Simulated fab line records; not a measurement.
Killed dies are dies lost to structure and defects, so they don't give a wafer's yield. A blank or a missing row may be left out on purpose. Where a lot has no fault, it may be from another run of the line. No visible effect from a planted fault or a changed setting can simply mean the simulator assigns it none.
fab line records	flow nandHarc
record: lots: 13	wafers: 39	lastDay: 34
route steps=1302 shown A_WL_FILL@954 A_CONTACT@983 END@1302
lots with no fault: from the same line, run without faults
startH: hours from the record's first day to the start of the lot's first wafer shown	waitH: hours since the lot's step before	" repeats the value in the row above	L1.1+2: a row that stands for several wafers	- no value present, or no start provided	* or withheld: withheld	< > ~ a bound
route shown NAME@n: NAME is a module with steps in the file, n the number in the route of the first one	usual: mean/standard deviation taken from wafers without a fault	same: alike in all rows	chamber/n: place in a boat	sites: the reading at each site	_std_site: how widely they spread, as a standard deviation	_edge_site: inner sites' mean taken away from outer sites' mean	radiusMm: how far each site lies from the wafer's centre	mask NAME#n: copy n	behind: tool/chamber where the wafer was last shaped	hold: why the lot was held/for how many hours/how that ended	device: the n, p or np transistor that did not switch	end of line: tests run on the same wafers once the route is complete	a step without rows: its recipe alone	killed: dies that structure and defects cost at the first sort, which is not the same as the wafer's yield	map: a wafer's dies, x killed, . not, _ none there
set.NAME: setting as actually run; set.NAME@STEP: the setting as run at that earlier step	model.NAME: the simulator's own value behind a step, which no gauge read
the route's steps for a sample of lots (tables are steps, rows are wafers)
services: the hour from which a tool's chamber was out of use, counted from the record's first day as startH (under 0 if before that day), plus the number of hours and why
== steps ==
step: NHARC_A_WL_FILL_ALD_02
recipe: targetThkA: 20	pulseTimeS: 3	aldCycles: 100	tempC: 450	material: TiN
usual: heaterPowerOuterW: 696/91	heaterPowerW: 1078/110	precursorPulseHeightRel: 1.001/0.02
lot.wafer	tool	chamber	startH	waitH	heaterPowerOuterW	heaterPowerW	precursorPulseHeightRel
L779.3	aldMetal-03	1	474.27	0.2	706	1055	1.028
L779.2	"	2	"	"	883	1279	0.993
L779.1	"	3	"	"	683	1096	0.991
L778.3	aldMetal-02	2	474.34	0.2	622	966	1.023
L778.6	"	3	"	"	737	1047	1.008
L778.5	"	0	"	"	794	1226	1.001
L777.2	aldMetal-02	2	478.12	0.2	623	966	1.001
L777.1	"	0	"	"	839	1235	0.967
L777.5	"	2	"	"	628	966	0.972
L780.2	aldMetal-02	2	490.18	0.2	624	1001	1.018
L780.3	"	3	"	"	714	1056	0.997
L780.6	"	2	"	"	616	951	1.025
L782.4	aldMetal-03	1	525.14	0.1	710	1033	0.996
L782.3	"	3	"	"	693	1101	1.010
L782.5	"	1	"	"	693	1022	0.984
L783.3	aldMetal-03	2	533.14	0.1	894	1253	0.997
L783.5	"	2	"	"	902	1263	1.015
L783.6	"	3	"	"	693	1109	0.991
L784.4	aldMetal-04	2	555.93	0.1	723	1097	1.014
L784.1	"	0	"	"	652	1017	0.995
L784.3	"	1	"	"	633	988	0.966
L786.1	aldMetal-03	0	563.77	0.2	544	923	0.984
L786.6	"	0	"	"	552	935	0.984
L786.5	"	1	"	"	694	1073	1.036
L793.1	aldMetal-03	0	612.41	0.2	564	970	0.985
L793.2	"	1	"	"	707	1032	0.971
L793.3	"	3	"	"	646	1116	0.987
L792.3	aldMetal-03	1	617.14	0.2	687	1066	0.980
L792.6	"	3	"	"	649	1098	1.041
L792.5	"	0	"	"	564	969	1.035
L794.1	aldMetal-04	0	617.35	0.3	670	1018	0.993
L794.6	"	1	"	"	617	977	0.973
L794.5	"	2	"	"	746	1133	0.985
L799.1	aldMetal-02	3	695.66	0.2	700	974	1.005
L799.4	"	2	"	"	667	964	0.962
L799.6	"	0	"	"	809	1247	1.006
L800.1	aldMetal-03	1	695.73	0.2	710	1041	0.990
L800.2	"	2	"	"	854	1197	0.972
L800.5	"	1	"	"	690	1041	1.029
step: NHARC_A_WL_FILL_CVD_03
recipe: targetThkA: 400	tempC: 300	pressureTorr: 40	wf6FlowSccm: 40	h2FlowSccm: 1600	arFlowSccm: 1560	timeS: 279	material: W
usual: heaterPowerOuterW: 252/22	heaterPowerW: 447/45	throttleValvePct: 8.18/0.18
lot.wafer	tool	chamber	startH	waitH	heaterPowerOuterW	heaterPowerW	throttleValvePct
L779.2	cvdW-01	0	474.67	0.1	246	463	8.39
L779.1	"	1	"	"	244	425	8.14
L779.3	"	1	"	"	243	418	8.27
L778.3	cvdW-02	0	474.77	0.2	219	383	7.84
L778.6	"	0	"	"	224	378	7.94
L778.5	"	1	"	"	278	514	8.01
L777.2	cvdW-01	1	478.56	0.1	239	422	8.24
L777.1	"	0	"	"	255	461	8.18
L777.5	"	0	"	"	249	456	8.44
L780.2	cvdW-02	0	490.63	0.1	222	383	8.06
L780.3	"	1	"	"	290	517	8.26
L780.6	"	1	"	"	289	513	8.09
L782.3	cvdW-01	0	525.64	0.2	252	456	8.43
L782.4	"	1	"	"	240	421	8.25
L782.5	"	0	"	"	249	458	8.44
L783.3	cvdW-02	0	533.68	0.2	223	378	7.83
L783.6	"	0	"	"	223	385	8.02
L783.5	"	1	"	"	286	516	8.07
L784.1	cvdW-02	1	556.46	0.2	292	512	8.03
L784.4	"	1	"	"	276	508	8.39
L784.3	"	0	"	"	223	382	7.66
L786.1	cvdW-01	1	564.25	0.1	245	431	8.34
L786.6	"	0	"	"	248	461	8.11
L786.5	"	1	"	"	248	444	8.16
L793.2	cvdW-02	1	612.85	0.1	282	519	8.24
L793.1	"	0	"	"	219	389	7.92
L793.3	"	1	"	"	273	519	8.24
L792.3	cvdW-02	0	617.60	0.2	221	372	8.13
L792.6	"	0	"	"	225	385	8.17
L792.5	"	1	"	"	286	507	8.30
L794.1	cvdW-01	0	617.73	0.1	254	472	8.31
L794.6	"	1	"	"	250	430	8.04
L794.5	"	0	"	"	263	466	8.31
L799.1	cvdW-01	1	696.09	0.1	250	433	8.28
L799.4	"	1	"	"	254	438	8.18
L799.6	"	1	"	"	242	436	8.28
L800.2	cvdW-02	1	696.13	0.1	273	480	8.16
L800.1	"	0	"	"	229	380	8.12
L800.5	"	0	"	"	220	392	8.11
step: NHARC_A_CONTACT_DEP_24
recipe: targetThkA: 5000	tempC: 400	pressureTorr: 6.5	rfW: 900	teosFlowSccm: 161.4	flowSccm: 2650	targetThkNm: 500	gas: O2	material: SiO2
usual: heaterPowerOuterW: 275/51	heaterPowerW: 528/71	mfcPrecursorSccm: 161.4/0.47	throttleValvePct: 15.9/0.38
lot.wafer	tool	chamber	startH	waitH	heaterPowerOuterW	heaterPowerW	mfcPrecursorSccm	throttleValvePct
L779.2	pecvd-03	2	491.57	0.1	222	463	162.0	16.0
L779.1	"	0	"	"	250	495	161.4	15.9
L779.3	"	1	"	"	271	560	160.4	16.5
L778.3	pecvd-01	1	491.69	0.1	316	561	161.8	16.0
L778.6	"	0	"	"	369	660	161.2	15.6
L778.5	"	1	"	"	330	589	162.0	16.0
L777.1	pecvd-04	0	496.70	0.1	276	563	161.9	16.3
L777.2	"	1	"	"	179	391	161.3	16.1
L777.5	"	0	"	"	282	569	162.1	16.3
L780.3	pecvd-04	0	509.70	0.1	274	553	161.6	16.3
L780.2	"	2	"	"	307	593	162.0	15.5
L780.6	"	1	"	"	153	350	161.4	16.0
L782.3	pecvd-04	1	542.44	0.1	206	415	161.7	16.0
L782.4	"	1	"	"	210	457	161.4	16.0
L782.5	"	2	"	"	335	625	161.5	15.5
L783.3	pecvd-04	2	553.27	0.3	322	608	160.6	15.5
L783.5	"	2	"	"	334	621	162.0	15.4
L783.6	"	0	"	"	178	440	161.5	16.2
L784.3	pecvd-01	0	577.29	0.1	380	661	161.5	15.6
L784.1	"	1	"	"	339	609	161.5	16.3
L784.4	"	2	"	"	326	519	161.6	15.7
L786.1	pecvd-03	2	583.53	0.1	290	538	161.5	15.2
L786.6	"	1	"	"	257	530	162.1	16.1
L786.5	"	2	"	"	303	564	161.6	15.2
L793.3	pecvd-03	0	630.30	0.1	274	538	167.7	16.0
L793.2	"	1	"	"	260	527	160.9	16.2
L793.1	"	2	"	"	289	537	161.3	15.3
L794.1	pecvd-03	2	636.50	0.3	286	538	160.9	15.3
L794.5	"	0	"	"	300	552	168.2	15.7
L794.6	"	2	"	"	294	553	162.0	15.6
L792.3	pecvd-01	2	639.02	0.1	306	494	161.3	15.9
L792.5	"	2	"	"	317	515	160.8	15.8
L792.6	"	1	"	"	354	626	161.5	16.3
L799.1	pecvd-01	0	714.46	0.1	280	535	161.6	15.4
L799.4	"	0	"	"	305	589	161.6	15.8
L799.6	"	2	"	"	263	428	161.2	15.6
L800.2	pecvd-04	0	714.69	0.1	284	537	161.0	16.2
L800.1	"	1	"	"	239	486	162.0	16.3
L800.5	"	2	"	"	237	503	160.6	15.5
step: NHARC_A_CONTACT_OVL_MEAS_43
usual: overlayXNm: 0.1/0.89	overlayYNm: -0.1/0.76
lot.wafer	tool	chamber	startH	waitH	overlayXNm	overlayYNm
L779.1	overlay-02	-	501.84	-	0.2	0.0
L779.2	"	-	"	"	0.4	0.0
L779.3	"	-	"	"	0.8	0.2
L778.3	overlay-02	-	501.99	-	-0.4	0.4
L778.5	"	-	"	"	-0.6	0.6
L778.6	"	-	"	"	-1.1	-0.3
L777.1	overlay-02	-	502.78	-	-1.2	0.7
L777.2	"	-	"	"	-0.9	0.9
L777.5	"	-	"	"	-0.9	1.1
L780.2	overlay-02	-	515.60	-	0.8	-0.8
L780.3	"	-	"	"	0.9	0.3
L780.6	"	-	"	"	1.0	-0.3
L782.3	overlay-02	-	548.14	-	-0.3	-1.4
L782.4	"	-	"	"	-0.7	-1.1
L782.5	"	-	"	"	-0.7	-1.3
L783.3	overlay-02	-	560.67	-	0.1	-0.6
L783.5	"	-	"	"	-0.8	-1.0
L783.6	"	-	"	"	-0.8	-0.8
L784.1	overlay-01	-	585.91	-	-0.1	0.4
L784.3	"	-	"	"	0.1	0.1
L784.4	"	-	"	"	-0.3	0.2
L786.1	overlay-01	-	589.02	-	-0.6	1.1
L786.5	"	-	"	"	-0.4	0.5
L786.6	"	-	"	"	-0.4	0.6
L793.1	overlay-01	-	636.60	-	0.5	-0.4
L793.2	"	-	"	"	-0.6	-0.4
L793.3	"	-	"	"	0.2	-0.6
L792.3	overlay-01	-	644.61	-	-1.6	0.5
L792.5	"	-	"	"	-2.2	0.6
L792.6	"	-	"	"	-1.9	0.2
L794.1	overlay-01	-	646.12	-	0.5	-0.9
L794.5	"	-	"	"	0.3	-0.7
L794.6	"	-	"	"	0.2	-0.7
L799.1	overlay-02	-	720.08	-	-0.4	-0.5
L799.4	"	-	"	"	-0.3	-0.3
L799.6	"	-	"	"	-0.5	-0.3
L800.1	overlay-02	-	720.30	-	0.0	0.5
L800.2	"	-	"	"	0.9	1.1
L800.5	"	-	"	"	-0.3	0.6
step: NHARC_END_SORT_01
recipe: tempC: 25
usual: killedAtArray: 55/17	killedAtOther: 1.1/1.6	killedAtPeriphery: 3.8/2.5	killedDies: 60/18	killedOpen: 3.3/1.9	killedShort: 2.5/1.7
same: grossDies: 677
lot.wafer	tool	chamber	startH	waitH	killedAtArray	killedAtOther	killedAtPeriphery	killedDies	killedOpen	killedShort
L779.1	prober-02	0	572.46	2.5	70	0	3	73	4	2
L779.2	prober-02	0	573.26	2.8	84	0	3	87	5	2
L779.3	prober-02	0	574.05	3.1	67	0	0	67	3	1
L778.3	prober-01	0	573.99	3.1	67	0	10	77	7	1
L778.5	prober-01	0	575.59	3.7	74	1	8	83	5	3
L778.6	prober-01	0	576.39	4.0	61	0	6	67	4	3
L777.1	prober-01	0	580.15	2.5	80	0	6	86	3	2
L777.2	prober-01	0	580.95	2.8	53	0	11	64	1	2
L777.5	prober-01	0	583.35	3.7	49	0	4	53	5	1
L780.2	prober-02	0	589.30	2.8	55	0	4	59	0	3
L780.3	prober-02	0	590.11	3.1	75	2	6	83	3	2
L780.6	prober-02	0	592.53	4.0	56	1	5	62	3	1
L782.3	prober-02	0	626.07	3.1	70	1	1	72	6	5
L782.4	prober-02	0	626.87	3.4	59	3	3	65	3	3
L782.5	prober-02	0	627.68	3.7	65	1	4	70	3	4
L783.3	prober-01	0	633.81	3.1	60	0	1	61	6	1
L783.5	prober-01	0	635.39	3.7	56	0	3	59	5	2
L783.6	prober-01	0	636.19	4.0	65	0	2	67	3	1
L784.1	prober-01	0	659.74	2.5	92	0	2	94	2	0
L784.3	prober-01	0	661.37	3.1	82	3	7	92	3	1
L784.4	prober-01	0	662.19	3.4	77	0	3	80	5	3
L786.1	prober-02	0	659.79	2.5	18	6	3	27	5	2
L786.5	prober-02	0	662.92	3.6	19	7	4	30	3	1
L786.6	prober-02	0	663.70	3.9	15	4	4	23	3	1
L793.1	prober-02	0	707.68	2.5	65	0	5	70	5	1
L793.2	prober-02	0	708.49	2.8	55	0	11	66	3	2
L793.3	prober-02	0	709.29	3.1	54	0	11	65	7	2
L794.1	prober-01	0	719.23	2.5	63	0	4	67	2	5
L794.5	prober-01	0	722.47	3.7	86	0	2	88	3	1
L794.6	prober-01	0	723.28	4.0	78	0	5	83	5	3
L792.3	prober-01	0	720.68	3.1	54	0	7	61	5	2
L792.5	prober-01	0	722.28	3.7	52	0	2	54	1	2
L792.6	prober-01	0	723.09	4.0	49	0	2	51	5	1
L799.1	prober-01	0	800.45	2.5	49	0	3	52	3	2
L799.4	prober-01	0	802.80	3.3	61	0	1	62	3	3
L799.6	prober-01	0	804.36	3.9	65	1	6	72	4	3
L800.1	prober-02	0	800.46	2.5	72	0	3	75	3	4
L800.2	prober-02	0	801.26	2.8	65	0	5	70	4	1
L800.5	prober-02	0	803.66	3.7	62	0	1	63	1	3
killed by level:class
L779.1 A_CHANNEL_HOLE_D2:chamberFilmFlake=28 A_CHANNEL_HOLE_D1:chamberFilmFlake=25 A_CONTACT:chamberFilmFlake=9 P_CONTACT:geometricParticle:open=2 A_CHANNEL_FILL_D1:chamberFilmFlake=2 P_GATE:geometricParticle:open=1 A_ONON_D2:geometricParticle:short=1 A_CHANNEL_HOLE_D2:geometricParticle:short=1
L779.2 A_CHANNEL_HOLE_D1:chamberFilmFlake=40 A_CHANNEL_HOLE_D2:chamberFilmFlake=27 A_CONTACT:chamberFilmFlake=8 A_ZERO_WELL:chamberFilmFlake=2 P_M0:geometricParticle:open=1 P_M0:geometricParticle:short=1 A_CHANNEL_HOLE_D1:geometricParticle:open=1 A_DECK1_JOINT:geometricParticle:short=1
L778.3 A_CHANNEL_HOLE_D1:chamberFilmFlake=34 A_SLIT:chamberFilmFlake=11 A_CHANNEL_HOLE_D2:chamberFilmFlake=7 P_GATE:chamberFilmFlake=3 P_CONTACT:chamberFilmFlake=3 A_STAIRCASE:chamberFilmFlake=3 A_WL_FILL:chamberFilmFlake=3 A_ONON_D2:geometricParticle:open=2
L779.3 A_CHANNEL_HOLE_D1:chamberFilmFlake=27 A_CHANNEL_HOLE_D2:chamberFilmFlake=20 A_CONTACT:chamberFilmFlake=12 A_SLIT:chamberFilmFlake=2 A_STAIRCASE:geometricParticle:open=1 A_WL_FILL:geometricParticle:open=1 A_CONTACT:geometricParticle:open=1 A_M1:geometricParticle:short=1
L778.5 A_CHANNEL_HOLE_D1:chamberFilmFlake=34 A_SLIT:chamberFilmFlake=15 A_CHANNEL_HOLE_D2:chamberFilmFlake=7 A_STAIRCASE:chamberFilmFlake=6 A_CONTACT:chamberFilmFlake=5 P_CONTACT:chamberFilmFlake=4 P_CONTACT:geometricParticle:short=1 P_M0:geometricParticle:open=1
L778.6 A_SLIT:chamberFilmFlake=23 A_CHANNEL_HOLE_D1:chamberFilmFlake=19 A_CONTACT:chamberFilmFlake=5 A_CHANNEL_HOLE_D2:chamberFilmFlake=4 P_CONTACT:chamberFilmFlake=3 A_ONON_D1:geometricParticle:short=2 A_STAIRCASE:chamberFilmFlake=2 P_M0:geometricParticle:short=1
L777.1 A_CHANNEL_HOLE_D2:chamberFilmFlake=35 A_SLIT:chamberFilmFlake=26 A_STAIRCASE:chamberFilmFlake=4 P_GATE:chamberFilmFlake=3 A_CHANNEL_HOLE_D1:chamberFilmFlake=3 A_CONTACT:chamberFilmFlake=3 P_BONDPAD:chamberFilmFlake=2 A_CONTACT:unspecified=2
L777.2 A_SLIT:chamberFilmFlake=21 A_CHANNEL_HOLE_D2:chamberFilmFlake=20 P_BONDPAD:chamberFilmFlake=4 P_STI:chamberFilmFlake=3 P_GATE:chamberFilmFlake=3 A_CHANNEL_FILL_D1:chamberFilmFlake=3 A_STAIRCASE:chamberFilmFlake=3 A_CONTACT:chamberFilmFlake=3
L777.5 A_CHANNEL_HOLE_D2:chamberFilmFlake=22 A_SLIT:chamberFilmFlake=11 A_CHANNEL_FILL_D1:chamberFilmFlake=4 A_M0:geometricParticle:open=3 P_STI:chamberFilmFlake=2 A_STAIRCASE:chamberFilmFlake=2 A_CONTACT:chamberFilmFlake=2 P_M0:geometricParticle:open=1
L780.2 A_CHANNEL_HOLE_D1:chamberFilmFlake=33 A_SLIT:chamberFilmFlake=12 A_CHANNEL_HOLE_D2:chamberFilmFlake=4 P_M0:chamberFilmFlake=3 A_STAIRCASE:chamberFilmFlake=2 P_M0:geometricParticle:short=1 A_CHANNEL_FILL_D1:geometricParticle:short=1 A_ONON_D2:geometricParticle:short=1
L780.3 A_CHANNEL_HOLE_D1:chamberFilmFlake=35 A_SLIT:chamberFilmFlake=22 A_CHANNEL_HOLE_D2:chamberFilmFlake=8 A_STAIRCASE:chamberFilmFlake=3 A_CONTACT:chamberFilmFlake=3 P_STI:chamberFilmFlake=2 P_BONDPAD:chamberFilmFlake=2 P_M1:geometricParticle:open=1
L780.6 A_CHANNEL_HOLE_D1:chamberFilmFlake=31 A_SLIT:chamberFilmFlake=17 P_M0:chamberFilmFlake=3 A_CONTACT:chamberFilmFlake=3 P_CONTACT:geometricParticle:open=1 A_ONON_D1:geometricParticle:open=1 A_WL_FILL:geometricParticle:short=1 A_BLC:geometricParticle:open=1
L782.3 A_CHANNEL_HOLE_D1:chamberFilmFlake=34 A_SLIT:chamberFilmFlake=16 A_CHANNEL_HOLE_D2:chamberFilmFlake=4 A_ONON_D2:geometricParticle:open=3 A_WL_FILL:geometricParticle:short=2 A_ZERO_WELL:chamberFilmFlake=2 P_CONTACT:geometricParticle:open=1 A_SOURCE_PLATE:geometricParticle:short=1
L782.4 A_CHANNEL_HOLE_D1:chamberFilmFlake=22 A_SLIT:chamberFilmFlake=21 A_CHANNEL_HOLE_D2:chamberFilmFlake=5 P_ZERO_WELL:chamberFilmFlake=3 A_ZERO_WELL:chamberFilmFlake=2 A_STAIRCASE:chamberFilmFlake=2 THIN_TSV:chamberFilmFlake=2 A_ONON_D1:geometricParticle:short=1
L782.5 A_CHANNEL_HOLE_D1:chamberFilmFlake=28 A_SLIT:chamberFilmFlake=22 A_CHANNEL_HOLE_D2:chamberFilmFlake=3 A_BLC:chamberFilmFlake=3 P_ZERO_WELL:chamberFilmFlake=2 A_CONTACT:chamberFilmFlake=2 P_GATE:geometricParticle:short=1 P_M1:geometricParticle:open=1
L783.3 A_CHANNEL_HOLE_D2:chamberFilmFlake=29 A_SLIT:chamberFilmFlake=12 A_M1:chamberFilmFlake=4 A_ZERO_WELL:chamberFilmFlake=3 A_STAIRCASE:chamberFilmFlake=3 P_M1:geometricParticle:open=1 A_SOURCE_PLATE:geometricParticle:open=1 A_ONON_D1:geometricParticle:open=1
L783.5 A_CHANNEL_HOLE_D2:chamberFilmFlake=28 A_SLIT:chamberFilmFlake=15 A_CHANNEL_HOLE_D1:chamberFilmFlake=5 P_CONTACT:geometricParticle:open=1 A_ONON_D1:geometricParticle:short=1 A_ONON_D1:geometricParticle:open=1 A_CHANNEL_HOLE_D1:geometricParticle:open=1 A_CHANNEL_FILL_D2:geometricParticle:open=1
L783.6 A_CHANNEL_HOLE_D2:chamberFilmFlake=29 A_SLIT:chamberFilmFlake=28 A_CHANNEL_HOLE_D1:chamberFilmFlake=2 A_DECK1_JOINT:chamberFilmFlake=2 P_CONTACT:geometricParticle:open=1 A_ONON_D1:geometricParticle:short=1 A_CHANNEL_FILL_D1:geometricParticle:open=1 A_ONON_D2:geometricParticle:open=1
L784.1 A_CHANNEL_HOLE_D1:chamberFilmFlake=36 A_SLIT:chamberFilmFlake=34 A_STAIRCASE:chamberFilmFlake=9 A_CHANNEL_HOLE_D2:chamberFilmFlake=8 A_CONTACT:chamberFilmFlake=3 P_GATE:chamberFilmFlake=2 A_STAIRCASE:geometricParticle:open=1 A_CONTACT:geometricParticle:open=1
L786.1 A_CHANNEL_HOLE_D1:chamberFilmFlake=6 THIN_TSV:chamberFilmFlake=5 A_CONTACT:chamberFilmFlake=4 A_WL_FILL:geometricParticle:short=2 P_ZERO_WELL:chamberFilmFlake=2 P_GATE:geometricParticle:open=1 A_ONON_D2:geometricParticle:open=1 A_CONTACT:geometricParticle:open=1
L784.3 A_CHANNEL_HOLE_D1:chamberFilmFlake=34 A_SLIT:chamberFilmFlake=24 A_CHANNEL_HOLE_D2:chamberFilmFlake=10 A_CONTACT:chamberFilmFlake=7 A_STAIRCASE:chamberFilmFlake=5 THIN_TSV:chamberFilmFlake=3 P_ZERO_WELL:chamberFilmFlake=2 P_GATE:chamberFilmFlake=2
L784.4 A_CHANNEL_HOLE_D1:chamberFilmFlake=42 A_SLIT:chamberFilmFlake=12 A_CHANNEL_HOLE_D2:chamberFilmFlake=9 A_STAIRCASE:chamberFilmFlake=3 A_CONTACT:chamberFilmFlake=3 P_M0:geometricParticle:short=1 P_M1:geometricParticle:open=1 A_SOURCE_PLATE:geometricParticle:open=1
L786.5 A_CHANNEL_HOLE_D1:chamberFilmFlake=8 THIN_TSV:chamberFilmFlake=7 A_CONTACT:chamberFilmFlake=3 P_ZERO_WELL:chamberFilmFlake=2 A_SLIT:chamberFilmFlake=2 P_M2:geometricParticle:open=1 A_ONON_D1:geometricParticle:open=1 A_ONON_D2:geometricParticle:open=1
L786.6 A_CHANNEL_HOLE_D1:chamberFilmFlake=8 THIN_TSV:chamberFilmFlake=4 A_CONTACT:chamberFilmFlake=3 P_GATE:geometricParticle:short=1 P_GATE:geometricParticle:open=1 A_ONON_D1:geometricParticle:open=1 A_BLC:geometricParticle:open=1 P_ZERO_WELL:chamberFilmFlake=1
L793.1 A_SLIT:chamberFilmFlake=31 A_CHANNEL_HOLE_D1:chamberFilmFlake=10 A_CONTACT:chamberFilmFlake=4 P_M2:chamberFilmFlake=3 A_DECK1_JOINT:chamberFilmFlake=3 A_BONDPAD:chamberFilmFlake=3 P_GATE:chamberFilmFlake=2 A_ZERO_WELL:chamberFilmFlake=2
L793.2 A_SLIT:chamberFilmFlake=17 A_CHANNEL_HOLE_D1:chamberFilmFlake=12 A_STAIRCASE:chamberFilmFlake=8 P_GATE:chamberFilmFlake=6 P_M2:chamberFilmFlake=5 A_CHANNEL_FILL_D2:chamberFilmFlake=5 A_CONTACT:chamberFilmFlake=5 A_ZERO_WELL:chamberFilmFlake=2
L793.3 A_SLIT:chamberFilmFlake=16 A_CHANNEL_HOLE_D1:chamberFilmFlake=12 A_STAIRCASE:chamberFilmFlake=6 P_M2:chamberFilmFlake=5 A_CONTACT:chamberFilmFlake=5 P_CONTACT:geometricParticle:open=3 A_ZERO_WELL:chamberFilmFlake=3 A_CHANNEL_FILL_D2:chamberFilmFlake=2
L794.1 A_CHANNEL_HOLE_D1:chamberFilmFlake=26 A_SLIT:chamberFilmFlake=15 A_CHANNEL_HOLE_D2:chamberFilmFlake=6 A_STAIRCASE:chamberFilmFlake=3 A_M1:chamberFilmFlake=3 A_WL_FILL:geometricParticle:short=2 A_DECK1_JOINT:chamberFilmFlake=2 A_CONTACT:chamberFilmFlake=2
L792.3 A_CHANNEL_HOLE_D1:chamberFilmFlake=33 A_CONTACT:chamberFilmFlake=7 A_SLIT:chamberFilmFlake=4 A_BONDPAD:chamberFilmFlake=4 P_ZERO_WELL:chamberFilmFlake=2 P_GATE:geometricParticle:open=1 P_CONTACT:geometricParticle:open=1 P_M0:geometricParticle:open=1
L792.5 A_CHANNEL_HOLE_D1:chamberFilmFlake=38 A_CONTACT:chamberFilmFlake=4 A_ZERO_WELL:chamberFilmFlake=3 A_BONDPAD:chamberFilmFlake=3 A_SLIT:chamberFilmFlake=2 P_CONTACT:geometricParticle:open=1 A_SGD_CUT:geometricParticle:short=1 A_M1:geometricParticle:short=1
L794.5 A_CHANNEL_HOLE_D1:chamberFilmFlake=35 A_SLIT:chamberFilmFlake=27 A_CHANNEL_HOLE_D2:chamberFilmFlake=14 A_ZERO_WELL:chamberFilmFlake=2 A_ONON_D1:geometricParticle:open=1 A_CHANNEL_HOLE_D1:geometricParticle:short=1 A_CHANNEL_FILL_D2:geometricParticle:open=1 A_M0:geometricParticle:open=1
L792.6 A_CHANNEL_HOLE_D1:chamberFilmFlake=26 A_CHANNEL_FILL_D1:chamberFilmFlake=5 A_CONTACT:chamberFilmFlake=5 A_SLIT:chamberFilmFlake=3 A_BONDPAD:chamberFilmFlake=3 A_SGD_CUT:geometricParticle:open=2 A_STAIRCASE:chamberFilmFlake=2 P_STI:geometricParticle:open=1
L794.6 A_CHANNEL_HOLE_D1:chamberFilmFlake=34 A_SLIT:chamberFilmFlake=18 A_CHANNEL_HOLE_D2:chamberFilmFlake=7 A_STAIRCASE:chamberFilmFlake=4 A_CONTACT:chamberFilmFlake=4 A_CHANNEL_FILL_D2:geometricParticle:open=2 P_GATE:chamberFilmFlake=2 P_M2:chamberFilmFlake=2
L799.1 A_SLIT:chamberFilmFlake=21 A_CHANNEL_HOLE_D1:chamberFilmFlake=12 A_CONTACT:chamberFilmFlake=6 A_DECK1_JOINT:chamberFilmFlake=3 P_GATE:chamberFilmFlake=2 P_M2:geometricParticle:open=1 A_ONON_D1:geometricParticle:open=1 A_ONON_D1:geometricParticle:short=1
L800.1 A_CHANNEL_HOLE_D2:chamberFilmFlake=36 A_CHANNEL_HOLE_D1:chamberFilmFlake=11 A_CONTACT:chamberFilmFlake=9 A_BLC:chamberFilmFlake=6 P_ZERO_WELL:chamberFilmFlake=3 A_DECK1_JOINT:geometricParticle:short=2 A_CHANNEL_HOLE_D1:geometricParticle:open=1 A_CHANNEL_FILL_D1:geometricParticle:open=1
L800.2 A_CHANNEL_HOLE_D1:chamberFilmFlake=20 A_CHANNEL_HOLE_D2:chamberFilmFlake=20 A_SLIT:chamberFilmFlake=9 A_CONTACT:chamberFilmFlake=4 A_ZERO_WELL:chamberFilmFlake=3 A_BLC:chamberFilmFlake=3 P_M0:geometricParticle:open=2 A_CHANNEL_FILL_D2:chamberFilmFlake=2
L799.4 A_SLIT:chamberFilmFlake=36 A_CHANNEL_HOLE_D1:chamberFilmFlake=10 A_CONTACT:chamberFilmFlake=8 A_ONON_D2:geometricParticle:short=2 A_ONON_D2:geometricParticle:open=1 A_CHANNEL_FILL_D2:geometricParticle:short=1 A_CONTACT:geometricParticle:open=1 A_BLC:geometricParticle:open=1
L800.5 A_CHANNEL_HOLE_D2:chamberFilmFlake=28 A_CHANNEL_HOLE_D1:chamberFilmFlake=10 A_SLIT:chamberFilmFlake=10 A_CONTACT:chamberFilmFlake=5 A_BLC:chamberFilmFlake=4 P_M2:geometricParticle:open=1 A_CHANNEL_HOLE_D1:geometricParticle:short=1 A_CHANNEL_HOLE_D2:geometricParticle:short=1
L799.6 A_SLIT:chamberFilmFlake=30 A_CONTACT:chamberFilmFlake=15 A_CHANNEL_HOLE_D1:chamberFilmFlake=10 P_GATE:chamberFilmFlake=5 A_ZERO_WELL:chamberFilmFlake=2 P_M0:geometricParticle:short=1 A_SOURCE_PLATE:geometricParticle:open=1 A_ONON_D1:geometricParticle:open=1
== services ==
tool	chamber	startH	hours	kind
cvdW-02	-	471.17	2.4	repair
aldMetal-04	-	474.00	10.0	pm
pecvd-01	-	492.64	13.0	pm
aldMetal-02	-	494.20	1.6	repair
aldMetal-03	3	498.15	3.0	repair
aldMetal-03	-	517.97	1.1	repair
aldMetal-04	2	531.93	6.2	repair
cvdW-01	-	547.00	13.0	pm
pecvd-03	-	547.31	13.0	pm
pecvd-04	1	560.85	5.8	repair
aldMetal-03	-	568.00	10.0	pm
aldMetal-02	3	593.19	10.9	repair
pecvd-03	2	604.12	21.4	repair
aldMetal-02	-	610.00	10.0	pm
pecvd-03	1	616.84	8.5	repair
aldMetal-03	0	619.24	8.1	repair
pecvd-04	-	631.00	13.0	pm
cvdW-02	-	631.02	13.0	pm
aldMetal-03	2	653.05	30.4	repair
pecvd-03	-	660.29	6.1	repair
pecvd-01	-	673.64	13.0	pm
aldMetal-03	-	680.96	1.1	repair
pecvd-04	-	685.33	1.9	repair
aldMetal-02	-	709.70	1.2	repair
== key ==
firstSign: step: NHARC_A_CONTACT_DEP_24	reading: mfcPrecursorSccm	direction: up	sigmas: 14	usual: 161.4	struck: 167.9
effect none on later readings
metAt NHARC_A_CONTACT_DEP_24
struckLots L793,L794
struckWafers L793.3,L794.5
testerLeftOut L793,L794
notActingAt NHARC_A_WL_FILL_ALD_02,NHARC_A_WL_FILL_CVD_03,NHARC_A_CONTACT_OVL_MEAS_43
onsetBetween 491.57 630.30
fault: kind: processParameterDrift	tool: pecvd-03	chamber: 0	onsetH: 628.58	steps: NHARC_A_CONTACT_DEP_24	channel: teosFlowSccm	offset: *	shape: step	endH: 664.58	actsIn: *	stated: *
testerLeftOut: of these lots the tester's yield and bins aren't shown, on N5 and GAA mostly nor the transistor test; their killed dies are dies lost to structure and defects alone, not to doping, threshold or leakage, so they don't give the yield
